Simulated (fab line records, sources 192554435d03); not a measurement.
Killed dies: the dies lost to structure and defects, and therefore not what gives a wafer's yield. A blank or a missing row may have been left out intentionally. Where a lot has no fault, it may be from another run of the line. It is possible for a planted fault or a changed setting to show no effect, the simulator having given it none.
Split-lot study ; flow n5_finfet ; on a route of 1938 steps: 7 lots, 21 wafers read

THE SPLIT ITSELF
At N5_HKMG_FIN_ETCH_35 (etches SOC in N2/H2, target depth 215.8 nm, time 243.4 s), the setting time_s was moved away from the recipe's 243.4 s on 8 of the 21 wafers read, by -21.7% to +18.3%. All remaining wafers had this setting at the recipe value.

The reading comes from the split's own step.

THE READING
HKMG_FIN.feature_depth_nm (the simulator's own value, which no gauge read), in nm, at N5_HKMG_FIN_ETCH_35 (etches SOC in N2/H2, target depth 215.8 nm, time 243.4 s). No usual value for it is given in the file. Across the 13 wafers here that went through the recipe, the average is 215.3 nm and the standard deviation 4.2 nm.

wafer;tool, chamber at the split;time_s as run, s;against the recipe;HKMG_FIN.feature_depth_nm, nm;against lot-mates on the recipe
L075.1;rie_diel-04, 2;243.4;recipe;210.2;-
L075.2;rie_diel-04, 1;243.4;recipe;216.6;-
L075.3;rie_diel-04, 3;197.3;-18.9%;168.6;-44.8
L077.1;rie_diel-03, 0;288;+18.3%;256.2;+44.8
L077.2;rie_diel-03, 1;288;+18.3%;248;+36.6
L077.5;rie_diel-03, 2;243.4;recipe;211.4;-
L085.1;rie_diel-03, 2;243.4;recipe;209;-
L085.3;rie_diel-03, 3;262.1;+7.7%;230.8;+21.8
L085.4;rie_diel-03, 3;262.1;+7.7%;230.6;+21.6
L088.2;rie_diel-03, 3;190.5;-21.7%;169.6;-44.5
L088.3;rie_diel-03, 2;243.4;recipe;211.4;-
L088.6;rie_diel-03, 3;243.4;recipe;216.8;-
L091.2;rie_diel-05, 2;243.4;recipe;221.4;-
L091.3;rie_diel-05, 3;243.4;recipe;211.8;-
L091.6;rie_diel-05, 0;243.4;recipe;217.4;-
L092.1;rie_diel-04, 2;243.4;recipe;219.6;-
L092.3;rie_diel-04, 3;243.4;recipe;212.2;-
L092.4;rie_diel-04, 2;243.4;recipe;219.8;-
L097.2;rie_diel-04, 3;243.4;recipe;221;-
L097.5;rie_diel-04, 0;210.2;-13.6%;192.2;-28.8
L097.6;rie_diel-04, 3;210.2;-13.6%;190.6;-30.4

THE FIT
A straight line over all 21 wafers: HKMG_FIN.feature_depth_nm changes by +2.06 nm for each +1% of time_s; r = +0.98; the points scatter about the line by 4.4 nm.
The same after taking each lot's own level away (the mean of its wafers on the recipe; 21 wafers): +2.24 nm for each +1%; r = +0.99; scatter 3.3 nm.
According to that fit, moving time_s by its largest amount changes the reading by 49 nm.
Measured against the standard deviation above, the lots' own levels, which go from 209.00 to 221.00 nm, span 2.8 times it.
The two slopes agree, so the slope changes little with the lot-to-lot level.
Check: for one of the wafers moved furthest among these (-21.7%), held out of the fit, the line's prediction against its lot-mates is -49.4 nm. It came out at -44.5 nm against them.

THESE WAFERS: OTHER SPLITS
Before the reading, these wafers also passed through other splits. Each is held against what the fit with the lots' levels taken away leaves over:
other split on the same wafers;wafers away from the commonest value;r with HKMG_FIN.feature_depth_nm (lot level and that fit taken away)
N5_HKMG_FIN_ETCH_55 time_s;8;-0.02
N5_HKMG_FIN_ETCH_58 source_w;6;-0.20

THE WHOLE CHAIN: every reading that the file lists as answering this split, in the file's order
step;what it does;reading;change (the file's fit);r (the file's)
N5_HKMG_FIN_ETCH_35;etches SOC in N2/H2, target depth 215.8 nm, time 243.4 s;SOC_of_HKMG_FIN_COAT_29.thk_nm (the simulator's own value, which no gauge read);-2.23 nm for each +1% of the setting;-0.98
N5_HKMG_FIN_ETCH_35;etches SOC in N2/H2, target depth 215.8 nm, time 243.4 s;etch.depth_nm (the simulator's own value, which no gauge read);+2.22 nm for each +1% of the setting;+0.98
N5_HKMG_FIN_ETCH_35;etches SOC in N2/H2, target depth 215.8 nm, time 243.4 s;HKMG_FIN.feature_depth_nm (the simulator's own value, which no gauge read);+2.22 nm for each +1% of the setting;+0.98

FILE'S OWN FIT
HKMG_FIN.feature_depth_nm changes by +2.22 nm for each +1% of time_s, r = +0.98.
